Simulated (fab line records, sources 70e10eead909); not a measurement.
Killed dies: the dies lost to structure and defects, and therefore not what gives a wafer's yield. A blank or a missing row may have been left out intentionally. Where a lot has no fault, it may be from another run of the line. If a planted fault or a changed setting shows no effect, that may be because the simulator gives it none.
Which of the tools did it? | flow nandHarc | Sampling: 12 lots, 36 wafers, 5 of 1302 route steps

== WHAT EACH GAUGE READ, for each wafer ==
NHARC_END_SORT_01. Usual: killedAtArray 49, standard deviation 18; killedAtOther 0.8, standard deviation 1; killedAtPeriphery 4.2, standard deviation 2.8; killedDies 54, standard deviation 18; killedOpen 3.0, standard deviation 1.7; killedShort 2.5, standard deviation 1.6.
lot  | measured     | on        | killedAtArray | killedAtOther | killedAtPeriphery | killedDies | killedOpen | killedShort | flag
L268 | day 26 05:13 | prober-02 | 42 34 27      | 0 0 0         | 5 4 5             | 47 38 32   | 2 5 3      | 6 3 1       | 
L279 | day 30 17:14 | prober-01 | 74 76 75      | 0 1 2         | 4 2 4             | 78 79 81   | 3 2 8      | 2 4 1       | 
L283 | day 32 18:35 | prober-01 | 40 51 45      | 0 1 0         | 9 4 8             | 49 56 53   | 5 5 4      | 2 1 3       | 
L284 | day 32 06:07 | prober-02 | 33 29 27      | 0 0 2         | 6 7 7             | 39 36 36   | 2 3 2      | 5 0 2       | 
L288 | day 34 07:01 | prober-01 | 61 55 53      | 2 3 1         | 2 2 2             | 65 60 56   | 2 1 3      | 3 1 4       | 

== WHAT TOOL EACH LOT RAN ON (gives the tool, then ch and the chambers of the sampled wafers, and finally the start) ==
lot  | NHARC_P_GATE_DEP_103            | NHARC_P_GATE_HM_OPEN_105                     | NHARC_P_GATE_ETCHBACK_37          | NHARC_P_GATE_STRIP_75
L268 | pecvd-02 ch 0,1,2, day 6 09:11  | rieDiel-05 ch 0,1,2, day 6 20:41 or earlier  | rieDiel-05 ch 1,2, day 6 20:41    | plasmaAsher-01 ch 0,1, day 6 22:34
L270 | pecvd-03 ch 1,2, day 7 03:35    | rieDiel-05 ch 0,1, day 7 15:08 or earlier    | rieDiel-03 ch 1,2, day 7 15:08    | plasmaAsher-01 ch 0,1, day 7 16:52
L269 | pecvd-03 ch 0,1, day 7 03:54    | rieDiel-02 ch 1,2,3, day 7 15:32 or earlier  | rieDiel-02 ch 1,2, day 7 15:32    | plasmaAsher-01 ch 0,1, day 7 17:31
L271 | pecvd-04 ch 0,1, day 7 22:01    | rieDiel-02 ch 0,1,3, day 8 09:39 or earlier  | rieDiel-03 ch 0,1,2, day 8 09:39  | plasmaAsher-02 ch 0,1, day 8 11:33
L272 | pecvd-04 ch 0,2, day 8 12:16    | rieDiel-03 ch 0,1, day 8 23:47 or earlier    | rieDiel-02 ch 1,2, day 8 23:47    | plasmaAsher-01 ch 0,1, day 9 01:37
L274 | pecvd-02 ch 0,1, day 9 02:44    | rieDiel-05 ch 1,2, day 9 14:22 or earlier    | rieDiel-02 ch 0,1,3, day 9 14:22  | plasmaAsher-02 ch 0,1, day 9 16:05
L279 | pecvd-03 ch 0,1, day 10 22:17   | rieDiel-03 ch 0,2,3, day 11 09:49 or earlier | rieDiel-03 ch 0,1,2, day 11 09:49 | plasmaAsher-01 ch 0,1, day 11 11:45
L280 | pecvd-03 ch 0,1,2, day 11 04:16 | rieDiel-03 ch 1,2,3, day 11 16:05 or earlier | rieDiel-02 ch 0,1,2, day 11 16:05 | plasmaAsher-01 ch 0,1, day 11 18:06
L283 | pecvd-02 ch 0,2, day 12 15:38   | rieDiel-05 ch 0,1,3, day 13 03:15 or earlier | rieDiel-02 ch 0,1,3, day 13 03:15 | plasmaAsher-02 ch 0,1, day 13 05:06
L284 | pecvd-04 ch 0,1,2, day 12 19:11 | rieDiel-02 ch 0,3, day 13 06:53 or earlier   | rieDiel-05 ch 1,3, day 13 06:53   | plasmaAsher-01 ch 0,1, day 13 08:57
L287 | pecvd-03 ch 1,2, day 14 09:52   | rieDiel-02 ch 1,2,3, day 14 21:20 or earlier | rieDiel-03 ch 0,1,3, day 14 21:20 | plasmaAsher-01 ch 0,1, day 14 23:35
L288 | pecvd-03 ch 0,1,2, day 14 16:57 | rieDiel-02 ch 0,1,3, day 15 04:43 or earlier | rieDiel-03 ch 0,2,3, day 15 04:43 | plasmaAsher-01 ch 0,1, day 15 06:25
- NHARC_P_GATE_DEP_103: deposits SiON, target thk 30 nm.
- NHARC_P_GATE_HM_OPEN_105: chemistry O2/COS, target depth 360 nm.
- NHARC_P_GATE_ETCHBACK_37: etches the open film in CHF3/O2, target depth 34.5 nm, time 17.2 s.
- NHARC_P_GATE_STRIP_75: strips in O2.

== WHAT THE TOOLS THEMSELVES READ (means of the sampled wafers that have a number; where no wafer has one, the mark that the record gives instead) ==
NHARC_P_GATE_DEP_103. Usual: heaterPowerOuterW 439 W, standard deviation 59; heaterPowerW 733 W, standard deviation 81; rfFwdPowerW 348.7 W, standard deviation 1.1.
lot  | tool     | heaterPowerOuterW (W) | heaterPowerW (W) | rfFwdPowerW (W) | flag
L268 | pecvd-02 | 414                   | 718              | 349.0           | 
L270 | pecvd-03 | 453                   | 767              | 349.2           | 
L269 | pecvd-03 | 484                   | 797              | 349.5           | 
L271 | pecvd-04 | 441                   | 701              | 349.0           | 
L272 | pecvd-04 | 518                   | 838              | 349.2           | 
L274 | pecvd-02 | 413                   | 720              | 348.3           | 
L279 | pecvd-03 | 401                   | 665              | 349.1           | 
L280 | pecvd-03 | 421                   | 703              | 347.8           | 
L283 | pecvd-02 | 376                   | 691              | 348.6           | 
L284 | pecvd-04 | 477                   | 780              | 348.7           | 
L287 | pecvd-03 | 393                   | 699              | 349.4           | 
L288 | pecvd-03 | 456                   | 743              | 346.9           | 

NHARC_P_GATE_HM_OPEN_105. Usual: drypumpMotorCurrentA 5.9 A, standard deviation 0.59; oesProductAu 1.002 a.u., standard deviation 0.012; rfFwdPowerW 498.1 W, standard deviation 1.7; rfVppV 467.8 V, standard deviation 1.8; showerheadPlenumPTorr 3.15 Torr, standard deviation 0.08; throttleValvePct 28.330 %, standard deviation 0.0098.
lot  | tool       | drypumpMotorCurrentA (A) | oesProductAu (a.u.) | rfFwdPowerW (W) | rfVppV (V) | showerheadPlenumPTorr (Torr) | throttleValvePct (%) | flag
L268 | rieDiel-05 | 5.5                      | 1.014               | 496.9           | 468.8      | 3.23                         | 28.330               | 
L270 | rieDiel-05 | 5.0                      | 1.005               | 497.1           | 469.6      | 3.23                         | 28.343               | 
L269 | rieDiel-02 | 6.1                      | 0.999               | 498.9           | 467.7      | 3.17                         | 28.326               | 
L271 | rieDiel-02 | 5.7                      | 1.008               | 497.4           | 468.0      | 3.19                         | 28.331               | 
L272 | rieDiel-03 | 6.3                      | 0.996               | 498.7           | 465.0      | 3.04                         | 28.326               | 
L274 | rieDiel-05 | 6.0                      | 1.016               | 497.9           | 470.1      | 3.22                         | 28.328               | 
L279 | rieDiel-03 | 6.1                      | 1.000               | 497.6           | 468.1      | 3.12                         | 28.329               | 
L280 | rieDiel-03 | 5.9                      | 0.989               | 498.0           | 466.5      | 3.06                         | 28.323               | 
L283 | rieDiel-05 | 5.4                      | 0.994               | 497.7           | 467.2      | 3.15                         | 28.330               | 
L284 | rieDiel-02 | 5.7                      | 0.990               | 499.2           | 468.7      | 3.18                         | 28.326               | 
L287 | rieDiel-02 | 6.1                      | 0.990               | 497.6           | 467.8      | 3.16                         | 28.337               | 
L288 | rieDiel-02 | 5.7                      | 1.004               | 500.1           | 468.9      | 3.18                         | 28.317               | 

NHARC_P_GATE_ETCHBACK_37. Usual: drypumpMotorCurrentA 5.9 A, standard deviation 0.61; oesProductAu 0.940 a.u., standard deviation 0.027; rfFwdPowerW 489.7 W, standard deviation 2.6; rfVppV 370.6 V, standard deviation 1.6; showerheadPlenumPTorr 2.41 Torr, standard deviation 0.066; throttleValvePct 20.572 %, standard deviation 0.0084.
lot  | tool       | drypumpMotorCurrentA (A) | oesProductAu (a.u.) | rfFwdPowerW (W) | rfVppV (V) | showerheadPlenumPTorr (Torr) | throttleValvePct (%) | flag
L268 | rieDiel-05 | 5.6                      | 0.935               | 488.4           | 372.0      | 2.47                         | 20.570               | 
L270 | rieDiel-03 | 5.8                      | 0.988               | 490.2           | 369.5      | 2.32                         | 20.561               | 
L269 | rieDiel-02 | 6.3                      | 0.934               | 488.5           | 371.8      | 2.41                         | 20.568               | 
L271 | rieDiel-03 | 6.0                      | 0.987               | 489.7           | 369.9      | 2.37                         | 20.574               | 
L272 | rieDiel-02 | 6.0                      | 0.927               | 492.4           | 370.8      | 2.44                         | 20.571               | 
L274 | rieDiel-02 | 5.7                      | 1.001               | 491.3           | 370.6      | 2.45                         | 20.577               | 
L279 | rieDiel-03 | 6.0                      | 0.896               | 489.2           | 369.7      | 2.37                         | 20.568               | 
L280 | rieDiel-02 | 5.9                      | 0.921               | 490.1           | 370.5      | 2.43                         | 20.571               | 
L283 | rieDiel-02 | 5.7                      | 0.923               | 489.7           | 371.7      | 2.45                         | 20.572               | 
L284 | rieDiel-05 | 5.5                      | 0.923               | 489.0           | 370.3      | 2.40                         | 20.570               | 
L287 | rieDiel-03 | 6.4                      | 0.921               | 487.5           | 369.7      | 2.36                         | 20.568               | 
L288 | rieDiel-03 | 6.2                      | 0.918               | 490.1           | 370.2      | 2.40                         | 20.573               | 

NHARC_P_GATE_STRIP_75. Usual: drypumpMotorCurrentA 5.7 A, standard deviation 0.59; heaterPowerW 344 W, standard deviation 12.
lot  | tool           | drypumpMotorCurrentA (A) | heaterPowerW (W) | flag
L268 | plasmaAsher-01 | 5.7                      | 343              | 
L270 | plasmaAsher-01 | 5.7                      | 343              | 
L269 | plasmaAsher-01 | 5.7                      | 344              | 
L271 | plasmaAsher-02 | 5.4                      | 345              | 
L272 | plasmaAsher-01 | 5.7                      | 355              | 
L274 | plasmaAsher-02 | 5.3                      | 350              | 
L279 | plasmaAsher-01 | 5.7                      | 354              | 
L280 | plasmaAsher-01 | 5.7                      | 357              | 
L283 | plasmaAsher-02 | 5.9                      | 332              | 
L284 | plasmaAsher-01 | 5.7                      | 355              | 
L287 | plasmaAsher-01 | 6.0                      | 355              | 
L288 | plasmaAsher-01 | 5.7                      | 354              | 

== THE ANSWER, worked out from the rows above alone ==
Rule: lot off if the mean of its wafers having a number is beyond 3 standard deviations from the usual mean. A lot without any number at a reading at which 4 lots or more have one is off too. Any other lot the step has rows for is counted as sound. First the gauges in route order, then the tools' own readings, where a lot's mean is used as printed above. At the first step where some lot is off, the reading lying furthest off is the one used; lots without a number count as furthest.
None of the lots is off at any reading shown; this tells nothing.

== WHAT HAD BEEN PUT IN BY THE SIMULATOR ==
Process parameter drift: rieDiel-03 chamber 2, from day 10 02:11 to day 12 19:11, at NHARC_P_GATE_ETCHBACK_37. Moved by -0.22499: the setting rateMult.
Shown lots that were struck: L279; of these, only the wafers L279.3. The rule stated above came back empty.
